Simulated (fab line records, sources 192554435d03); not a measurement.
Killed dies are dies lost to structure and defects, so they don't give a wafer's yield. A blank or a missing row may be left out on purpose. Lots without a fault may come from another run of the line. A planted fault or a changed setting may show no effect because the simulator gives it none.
fab line records | flow n5_finfet
record lots=11 wafers=33 last_day=18
route steps=1938 shown MOL_CONTACT_COAG@537 TV_LITHO@1883 PASSIVATION@1905
lots that met no fault: from a run of the same line without faults
start_h: hours from the record's first day to the start of the lot's first wafer shown | wait_h: hours since the lot's step before | " the same as in the row above | L1.1+2: a row that stands for several wafers | - no value, or no start given | * or withheld: withheld | < > ~ a bound
route shown NAME@n: a module of which the file shows steps, and the number in the route of the first | usual: mean/standard deviation of fault-free wafers | same: alike in all rows | chamber/n: place in a boat | sites: the reading at each site | _std_site: their standard deviation | _edge_site: outer sites' mean less inner sites' | radius_mm: how far each site lies from the wafer's centre | mask NAME#n: copy n | behind: the tool/chamber that last shaped the wafer | hold: why the lot was held/for how many hours/how that ended | device: the transistor (n, p or np) that didn't switch | end of line: the same wafers' tests at the end of the route | a step without rows: its recipe alone | killed: dies lost to structure and defects at the first sort, not the wafer's yield | map: a wafer's dies, x killed, . not, _ none there
set.NAME: the setting as run; set.NAME@STEP: as run at that earlier step | model.NAME: the simulator's own value behind a step, which no gauge read
steps of the route over a sample of lots; a table a step, a row a wafer
services: from which hour (start_h, from the record's first day; less than 0 if before it) a tool's chamber was out of use, for how many hours, and why
## steps
# step N5_MOL_CONTACT_COAG_ETCH_15
# recipe chemistry=CH3F/O2 target=SiNx target_depth_a=70 mask_material=SOC stop_on=Si:P over_etch_frac=0.75 ion_energy_ev=120 pressure_mtorr=30 source_w=395 bias_w=73 Ar_flow_sccm=150 CH3F_flow_sccm=30 O2_flow_sccm=20
# usual CH3F_flow_sccm=29.98/0.088 O2_flow_sccm=20.00/0.059 drypump_motor_current_A=5.6/0.49 oes_product_au=0.56/0.039 rf_vpp_V=299/6.6 showerhead_plenum_p_Torr=2.03/0.059 throttle_valve_pct=16.46/0.21
# columns lot.wafer tool chamber start_h wait_h CH3F_flow_sccm O2_flow_sccm drypump_motor_current_A oes_product_au rf_hours_counter_h rf_vpp_V showerhead_plenum_p_Torr throttle_valve_pct
L387.2 rie_diel-03 2 107.46 0.0 29.88 19.97 5.3 0.59 88 306 2.03 16.63
L387.4 " 3 " " 30.05 20.02 6.3 0.52 - 287 1.92 16.73
L387.6 " 0 " " 30.00 20.03 5.7 0.57 - 298 2.08 16.25
L389.1 rie_diel-01 3 114.38 0.0 29.97 20.09 5.3 0.54 164 304 2.08 16.34
L389.3 " 2 " " 29.92 19.95 4.9 0.55 156 301 2.08 16.58
L389.6 " 3 " " 30.09 20.00 5.3 0.53 - 304 2.09 16.33
L386.1 rie_diel-03 0 120.33 0.0 29.93 20.06 5.7 0.57 120 297 2.08 16.24
L386.5 " 3 " " 29.93 20.04 6.3 0.52 - 288 1.92 16.74
L386.6 " 2 " " 29.97 20.02 5.3 0.58 - 307 2.03 16.63
L392.1 rie_diel-03 2 126.21 0.0 29.87 20.05 5.3 0.58 96 305 2.03 16.65
L392.3 " 3 " " 29.81 20.02 6.3 0.51 215 286 1.92 16.74
L392.6 " 3 " " 30.00 19.99 6.3 0.52 - 286 1.92 16.73
L395.1 rie_diel-03 2 142.69 0.0 29.98 20.03 5.4 0.57 105 306 2.03 16.67
L395.2 " 0 " " 29.99 19.98 5.7 0.56 130 297 2.08 16.30
L395.4 " 0 " " 29.95 20.05 5.7 0.56 - 298 2.08 16.27
L396.1 rie_diel-01 3 145.05 0.0 30.21 20.02 5.3 0.53 176 304 2.08 16.36
L396.2 " 2 " " 29.87 20.01 4.9 0.54 168 301 2.08 16.62
L396.6 " 1 " " 29.90 19.97 5.2 0.63 - 300 2.04 16.25
L398.1 rie_diel-03 3 169.43 0.0 30.09 20.06 6.3 0.51 233 286 1.92 16.76
L398.3 " 1 " " 30.04 20.04 5.2 0.59 110 297 2.01 16.30
L398.6 " 2 " " 29.99 19.98 5.3 0.57 - 305 2.02 16.69
L399.1 rie_diel-03 2 172.88 0.0 29.92 20.02 5.3 0.57 117 305 2.02 16.69
L399.3 " 1 " " 29.90 20.08 5.3 0.59 111 297 2.01 16.32
L399.6 " 3 " " 30.00 20.03 6.3 0.50 - 287 1.92 16.77
L401.2 rie_diel-01 2 183.64 0.0 30.10 20.06 5.0 0.54 181 301 2.08 16.62
L401.3 " 1 " " 29.97 20.03 5.2 0.63 51 300 2.04 16.27
L401.4 " 0 " " 29.98 19.97 6.4 0.59 100 302 2.02 16.17
L403.3 rie_diel-03 1 194.70 0.0 30.04 19.88 5.2 0.59 120 297 2.01 16.33
L403.5 " 3 " " 29.98 20.08 6.3 0.50 - 288 1.91 16.79
L403.6 " 0 " " 29.94 19.97 5.7 0.54 - 298 2.07 16.31
L406.1 rie_diel-03 0 209.32 0.0 30.14 19.99 5.7 0.55 154 297 2.07 16.35
L406.2 " 2 " " 30.00 19.95 5.3 0.55 130 307 2.02 16.70
L406.5 " 2 " " 29.94 20.05 5.3 0.55 - 306 2.02 16.73
# step N5_PASSIVATION_CD_MEAS_10
# recipe target_cd_nm=3000 landing_energy_ev=500 detector=se_inlens
# usual cd_nm=2999.8/2.2
# columns lot.wafer tool chamber start_h wait_h cd_nm
L389.1 cd_sem-01 0 289.27 - 2997.6
L389.3 " 0 " " 2998.4
L389.6 " 0 " " 2995.4
L387.2 cd_sem-01 0 295.18 - 2999.6
L387.4 " 0 " " 3002.3
L387.6 " 0 " " 3003.5
L392.1 cd_sem-03 0 320.75 - 2998.7
L392.3 " 0 " " 2996.5
L392.6 " 0 " " 2998.8
L386.1 cd_sem-01 0 324.74 - 3000.7
L386.5 " 0 " " 2999.4
L386.6 " 0 " " 2997.7
L396.1 cd_sem-01 0 330.11 - 2999.6
L396.2 " 0 " " 3000.2
L396.6 " 0 " " 3000.8
L395.1 cd_sem-01 0 335.29 - 2998.7
L395.2 " 0 " " 2999.2
L395.4 " 0 " " 3001.2
L398.1 cd_sem-03 0 353.80 - 3003.6
L398.3 " 0 " " 2999.1
L398.6 " 0 " " 2996.4
L399.1 cd_sem-02 0 370.40 - 2999.9
L399.3 " 0 " " 3001.4
L399.6 " 0 " " 2996.1
L401.2 cd_sem-01 0 379.38 - 2998.7
L401.3 " 0 " " 2998.7
L401.4 " 0 " " 3001.1
L403.3 cd_sem-02 0 387.48 - 2997.3
L403.5 " 0 " " 2998.4
L403.6 " 0 " " 3002.2
L406.1 cd_sem-01 0 421.35 - 3000.5
L406.2 " 0 " " 3002.1
L406.5 " 0 " " 3001.5
# step N5_PASSIVATION_CD_MEAS_30
# recipe target_cd_nm=4000 landing_energy_ev=500 detector=se_inlens polarity=opening
# usual cd_nm=4001.4/2
# columns lot.wafer tool chamber start_h wait_h cd_nm
L389.1 cd_sem-01 0 295.51 - 4001.2
L389.3 " 0 " " 4004.6
L389.6 " 0 " " 4000.6
L387.2 cd_sem-03 0 296.91 - 3999.2
L387.4 " 0 " " 4000.0
L387.6 " 0 " " 4001.6
L392.1 cd_sem-01 0 322.72 - 4001.8
L392.3 " 0 " " 3999.3
L392.6 " 0 " " 4003.8
L386.1 cd_sem-02 0 326.70 - 4005.1
L386.5 " 0 " " 4002.6
L386.6 " 0 " " 4006.0
L396.1 cd_sem-02 0 332.02 - 4003.7
L396.2 " 0 " " 4004.0
L396.6 " 0 " " 4004.4
L395.1 cd_sem-02 0 337.08 - 4001.7
L395.2 " 0 " " 4001.1
L395.4 " 0 " " 4003.3
L398.1 cd_sem-02 0 355.21 - 4001.7
L398.3 " 0 " " 4002.9
L398.6 " 0 " " 4000.2
L399.1 cd_sem-01 0 372.13 - 3999.8
L399.3 " 0 " " 4004.1
L399.6 " 0 " " 4001.9
L401.2 cd_sem-02 0 380.96 - 4003.8
L401.3 " 0 " " 4000.5
L401.4 " 0 " " 4002.7
L403.3 cd_sem-01 0 389.13 - 3999.6
L403.5 " 0 " " 4002.4
L403.6 " 0 " " 4004.9
L406.1 cd_sem-03 0 423.64 - 4002.8
L406.2 " 0 " " 4002.7
L406.5 " 0 " " 3998.1
# step N5_PASSIVATION_AL_ETCH_33
# recipe chemistry=Cl2/BCl3 target_depth_a=28000 over_etch_frac=0.15 Cl2_flow_sccm=180 bcl3_flow_sccm=60 target=Al stop_on=TaN time_s=466.7 ion_energy_ev=100 pressure_mtorr=10 icp_w=900 bias_w=100
# usual drypump_motor_current_A=5.8/0.54 oes_product_au=0.73/0.088 throttle_valve_pct=34.45/0.26
# columns lot.wafer tool chamber start_h wait_h drypump_motor_current_A oes_product_au rf_hours_counter_h throttle_valve_pct
L389.1 rie_metal-02 0 295.69 0.1 5.6 0.90 1 34.21
L389.3 " 0 " " 5.6 0.89 - 34.24
L389.6 " 1 " " 4.9 0.65 - 34.57
L387.2 rie_metal-02 0 297.10 0.1 5.6 0.88 2 34.23
L387.4 " 0 " " 5.7 0.88 - 34.23
L387.6 " 0 " " 5.6 0.87 - 34.25
L392.1 rie_metal-02 0 322.89 0.1 5.6 0.87 4 34.20
L392.3 " 1 " " 5.0 0.64 - 34.62
L392.6 " 1 " " 5.0 0.63 - 34.65
L386.1 rie_metal-03 1 326.89 0.1 6.4 0.75 22 34.08
L386.5 " 0 " " 6.5 0.61 - 34.78
L386.6 " 1 " " 6.4 0.73 - 34.12
L396.1 rie_metal-03 1 332.19 0.1 6.4 0.75 23 34.06
L396.2 " 0 " " 6.5 0.60 96 34.79
L396.6 " 1 " " 6.4 0.74 - 34.06
L395.1 rie_metal-03 0 337.25 0.1 6.4 0.60 97 34.83
L395.2 " 1 " " 6.4 0.74 24 34.09
L395.4 " 1 " " 6.4 0.74 - 34.11
L398.1 rie_metal-02 1 355.39 0.1 5.0 0.63 86 34.59
L398.3 " 0 " " 5.6 0.84 - 34.21
L398.6 " 1 " " 5.0 0.64 - 34.62
L399.1 rie_metal-01 0 372.58 0.1 6.1 0.76 20 34.59
L399.3 " 0 " " 6.1 0.76 - 34.58
L399.6 " 1 " " 5.8 0.72 - 34.75
L401.2 rie_metal-03 1 381.33 0.2 6.4 0.74 - 34.08
L401.3 " 1 " " 6.4 0.74 - 34.04
L401.4 " 1 " " 6.4 0.74 - 34.08
L403.3 rie_metal-02 1 389.49 0.2 4.9 0.61 - 34.65
L403.5 " 0 " " 5.6 0.81 - 34.26
L403.6 " 1 " " 5.0 0.62 - 34.65
L406.1 rie_metal-01 0 423.94 0.1 6.1 0.74 24 34.58
L406.2 " 1 " " 5.9 0.72 43 34.74
L406.5 " 1 " " 5.9 0.71 - 34.77
# step N5_PASSIVATION_PROBE_49
# usual defect_limited_yield=91.7/1.5 killed_at_M0_to_M3=32/10 killed_at_M4_up=14/5.3 killed_at_contacts=13/5.7 killed_at_front_end=37/10 killed_at_other=3.3/2.5 killed_dies=98/18 killed_open=65/13 killed_short=31/7.5 sort_bin_5_function=4.9/0.91 sort_bin_6_memory=3.1/0.71 sort_bin_8_speed=0.00/0.017 sort_n_pass=1082/18 sort_yield_pct=91.7/1.5
# same gross_dies=1180 killed_at_back_side=0 sort_bin_4_leakage[%]=0
# columns lot.wafer tool chamber start_h wait_h defect_limited_yield[%] killed_at_M0_to_M3 killed_at_M4_up killed_at_contacts killed_at_front_end killed_at_other killed_dies killed_open killed_short sort_bin_5_function[%] sort_bin_6_memory[%] sort_bin_8_speed[%] sort_n_pass sort_yield_pct[%]
L403.3 prober-02 - 394.37 0.1 91.8 50 3 8 34 2 97 60 37 5.2 2.9 0 1083 91.8
L403.5 prober-02 - 394.47 0.2 90.9 37 20 15 29 6 107 63 38 5.0 3.7 0 1073 90.9
L403.6 prober-02 - 394.52 0.3 80.8 35 9 137 46 0 227 72 28 12.4 4.2 0 953 80.8
L406.1 prober-02 - 428.77 0.1 83.9 19 8 128 32 3 190 40 18 9.2 3.6 0 990 83.9
L406.2 prober-02 - 428.82 0.2 92.8 37 12 8 26 2 85 55 29 4.7 2.1 0 1095 92.8
L406.5 prober-02 - 428.97 0.3 93.9 18 9 8 33 4 72 43 28 3.2 2.5 0 1108 93.9
# killed by level:class
L403.3 BEOL_M1:geometric_particle:open=13 BEOL_M3:geometric_particle:open=11 GATE_CUT:geometric_particle:short=7 MOL_CONTACT_COAG:geometric_particle:open=7 FIN_SAQP:geometric_particle:open=5 STI_FIN_REVEAL:geometric_particle:open=5 BEOL_M0_SAQP:geometric_particle:short=5 BEOL_M0_SAQP:geometric_particle:open=5
L403.5 MOL_CONTACT_COAG:geometric_particle:open=12 BEOL_M0_SAQP:geometric_particle:short=11 BEOL_M0_SAQP:geometric_particle:open=9 BEOL_M1:geometric_particle:open=6 BEOL_M5:geometric_particle:open=6 DUMMY_GATE:geometric_particle:open=5 GATE_CUT:geometric_particle:short=5 BEOL_M4:geometric_particle:open=5
L403.6 MOL_CONTACT_COAG:unspecified=127 STI_FIN_REVEAL:geometric_particle:open=13 FIN_SAQP:geometric_particle:open=11 FIN_SAQP:geometric_particle:short=8 MOL_CONTACT_COAG:geometric_particle:open=7 BEOL_M1:geometric_particle:open=7 BEOL_M2:geometric_particle:open=7 BEOL_M0_SAQP:geometric_particle:short=5
L406.1 MOL_CONTACT_COAG:unspecified=126 BEOL_M2:geometric_particle:open=6 FIN_SAQP:geometric_particle:short=4 BEOL_M3:geometric_particle:open=4 STARTING-WAFER:geometric_particle:open=4 STI_FIN_REVEAL:geometric_particle:open=3 GATE_CUT:geometric_particle:short=3 BEOL_M0:geometric_particle:open=3
L406.2 BEOL_M2:geometric_particle:open=10 MOL_CONTACT_COAG:geometric_particle:open=7 BEOL_M1:geometric_particle:open=7 GATE_CUT:geometric_particle:open=6 BEOL_M2:geometric_particle:short=6 GATE_CUT:geometric_particle:short=5 BEOL_M3:geometric_particle:open=5 BEOL_M0_SAQP:geometric_particle:short=4
L406.5 FIN_SAQP:geometric_particle:open=9 FIN_SAQP:geometric_particle:short=9 BEOL_M2:geometric_particle:open=8 MOL_CONTACT_COAG:geometric_particle:open=7 BEOL_M0_SAQP:geometric_particle:short=5 GATE_CUT:geometric_particle:short=4 DUMMY_GATE:geometric_particle:open=2 GATE_CUT:geometric_particle:open=2
## services
# columns tool chamber start_h hours kind
rie_diel-01 3 100.79 8.7 repair
rie_diel-01 - 135.57 0.8 repair
rie_diel-01 0 168.70 6.0 repair
rie_metal-01 1 173.00 50.6 repair
rie_diel-03 3 216.77 - clean
rie_diel-03 3 216.77 - consumable_replace:focus_ring
rie_diel-03 3 216.77 - consumable_replace:showerhead
rie_diel-03 3 216.77 18.6 scheduled_down
rie_diel-03 3 216.77 18.6 vent_cycle
rie_diel-01 0 228.17 6.0 repair
rie_diel-01 - 238.12 15.6 pm
rie_diel-01 1 263.76 3.0 repair
rie_metal-02 0 268.13 - clean
rie_metal-02 0 268.13 12.4 scheduled_down
rie_metal-01 - 293.33 0.5 repair
rie_metal-02 1 320.48 2.3 repair
rie_diel-01 - 322.39 0.2 repair
rie_metal-02 - 325.32 0.7 repair
rie_diel-03 1 336.08 13.1 repair
rie_metal-01 0 342.64 13.4 repair
rie_metal-01 - 381.88 0.2 repair
rie_metal-02 - 382.45 0.6 repair
rie_metal-03 - 388.40 0.5 repair
rie_metal-01 0 414.51 1.2 repair
## key
first_sign step=N5_PASSIVATION_PROBE_49 reading=killed_at_contacts direction=up sigmas=21 usual=13 struck=132
effect step=N5_PASSIVATION_PROBE_49 reading=killed_dies direction=up sigmas=6.3 usual=98 struck=208
more_kills_born_at N5_MOL_CONTACT_COAG_ETCH_15@rie_diel-03=253
met_at N5_MOL_CONTACT_COAG_ETCH_15
struck_lots L403,L406
struck_wafers L403.6,L406.1
not_acting_at N5_PASSIVATION_CD_MEAS_10,N5_PASSIVATION_CD_MEAS_30,N5_PASSIVATION_AL_ETCH_33
onset_between 142.69 194.70
fault kind=chamber_particle_source tool=rie_diel-03 chamber=0 onset_h=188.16 steps=N5_MOL_CONTACT_COAG_ETCH_15 rate_per_visit_cm2=0.99972 end_h=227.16
